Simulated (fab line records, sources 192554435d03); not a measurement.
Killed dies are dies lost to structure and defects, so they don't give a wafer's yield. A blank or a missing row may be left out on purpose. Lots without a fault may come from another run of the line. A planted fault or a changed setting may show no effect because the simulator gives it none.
Chamber matching | flow n5_finfet | N5_GATE_CUT_ALD_22 on ald_sin-02: 4 sister chambers
The step deposits SiNx, target thk 16 nm, pulse time 1 s, ald cycles 320. 8 wafers are shown with their chamber, then 10 later ones without.

WAFERS WITH THEIR CHAMBER
wafer  | chamber | heater_power_w (W) | heater_power_outer_w (W)
L080.2 | 1       | 896                | 543
L086.3 | 0       | 827                | 548
L086.4 | 1       | 867                | 558
L088.1 | 0       | 846                | 567
L088.4 | 3       | 746                | 496
L088.5 | 2       | 912                | 526
L089.2 | 3       | 762                | 504
L089.4 | 2       | 883                | 518

WAFERS WITHOUT THEIR CHAMBER
wafer  | heater_power_w (W) | heater_power_outer_w (W)
L089.6 | 750                | 490
L094.1 | 848                | 495
L094.4 | 747                | 473
L094.5 | 730                | 471
L095.1 | 845                | 493
L095.3 | 837                | 530
L095.6 | 838                | 526
L096.2 | 847                | 520
L096.3 | 717                | 474
L096.5 | 714                | 463

WHICH CHAMBER EACH WENT THROUGH
wafer  | from the rows above          | in truth
L089.6 | 3                            | 3
L094.1 | can't be placed: 2 or 3      | 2
L094.4 | 3                            | 3
L094.5 | 3                            | 3
L095.1 | can't be placed: 2 or 3      | 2
L095.3 | can't be placed: 0 or 1 or 2 | 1
L095.6 | can't be placed: 0 or 2 or 1 | 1
L096.2 | can't be placed: 2 or 1 or 0 | 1
L096.3 | 3                            | 3
L096.5 | 3                            | 3
Placed correctly: 5 of 10. Can't be placed from these rows: 5 (the true chamber is among the candidates in 5). Placed wrongly: 0.
How it was worked out, from the rows above alone: a wafer's distance from a chamber is the root of the sum, over the readings, of the square of ((its reading less the chamber's mean) divided by the reading's scatter). The wafer belongs to the nearest chamber; if the next one is less than 2 further off, it can't be placed. A chamber's mean is the mean of its shown wafers. The scatter: the root of (the sum of the squares of (reading less its chamber's mean) over the shown wafers, divided by (wafers less chambers)).
